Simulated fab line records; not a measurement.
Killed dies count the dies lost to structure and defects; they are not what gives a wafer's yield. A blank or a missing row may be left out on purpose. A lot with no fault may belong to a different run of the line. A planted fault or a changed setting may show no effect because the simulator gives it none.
Matching of chambers || flow n5 finfet || N5_BEOL_M11_STRIP_67 on rie diel-05: 4 sister chambers
The step strips in CF4. 4 wafers are shown with their chamber, then 10 later ones without.

## WAFERS PAIRED WITH THEIR CHAMBERS
{"wafer": "L079.6", "chamber": 0, "showerhead plenum p Torr (Torr)": 1.70}
{"wafer": "L090.1", "chamber": 3, "showerhead plenum p Torr (Torr)": 1.89}
{"wafer": "L090.6", "chamber": 2, "showerhead plenum p Torr (Torr)": 1.84}
{"wafer": "L089.5", "chamber": 1, "showerhead plenum p Torr (Torr)": 1.70}

## WAFERS WITHOUT THEIR CHAMBER
{"wafer": "L089.6", "showerhead plenum p Torr (Torr)": 1.83}
{"wafer": "L092.2", "showerhead plenum p Torr (Torr)": 1.89}
{"wafer": "L092.4", "showerhead plenum p Torr (Torr)": 1.89}
{"wafer": "L092.6", "showerhead plenum p Torr (Torr)": 1.70}
{"wafer": "L087.1", "showerhead plenum p Torr (Torr)": 1.70}
{"wafer": "L087.2", "showerhead plenum p Torr (Torr)": 1.90}
{"wafer": "L087.3", "showerhead plenum p Torr (Torr)": 1.88}
{"wafer": "L096.1", "showerhead plenum p Torr (Torr)": 1.90}
{"wafer": "L096.4", "showerhead plenum p Torr (Torr)": 1.70}
{"wafer": "L096.5", "showerhead plenum p Torr (Torr)": 1.90}

## THE CHAMBER EACH PASSED THROUGH
{"wafer": "L089.6", "from the rows above": 2, "in truth": 2}
{"wafer": "L092.2", "from the rows above": 3, "in truth": 3}
{"wafer": "L092.4", "from the rows above": 3, "in truth": 3}
{"wafer": "L092.6", "from the rows above": "can't be placed: 0 or 1", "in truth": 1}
{"wafer": "L087.1", "from the rows above": "can't be placed: 0 or 1", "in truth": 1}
{"wafer": "L087.2", "from the rows above": 3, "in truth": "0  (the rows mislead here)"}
{"wafer": "L087.3", "from the rows above": 3, "in truth": 3}
{"wafer": "L096.1", "from the rows above": 3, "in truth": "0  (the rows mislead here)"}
{"wafer": "L096.4", "from the rows above": "can't be placed: 0 or 1", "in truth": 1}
{"wafer": "L096.5", "from the rows above": 3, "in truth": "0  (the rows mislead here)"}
4 of 10 placed correctly. Not placeable from these rows: 3 (in 3, the candidates include the true chamber). 3 placed wrongly.
How it was worked out, from the rows above alone: a wafer's distance from a chamber is the root of the sum, over the readings, of the square of ((its reading less the chamber's mean) divided by the reading's scatter). If the next closest chamber is less than 2 further off than the closest, the wafer can't be placed; otherwise it belongs to the closest. A chamber's mean is the mean of its shown wafers. The scatter: root of mean squared gap, hidden wafer to nearest shown wafer, with one shown wafer a chamber.
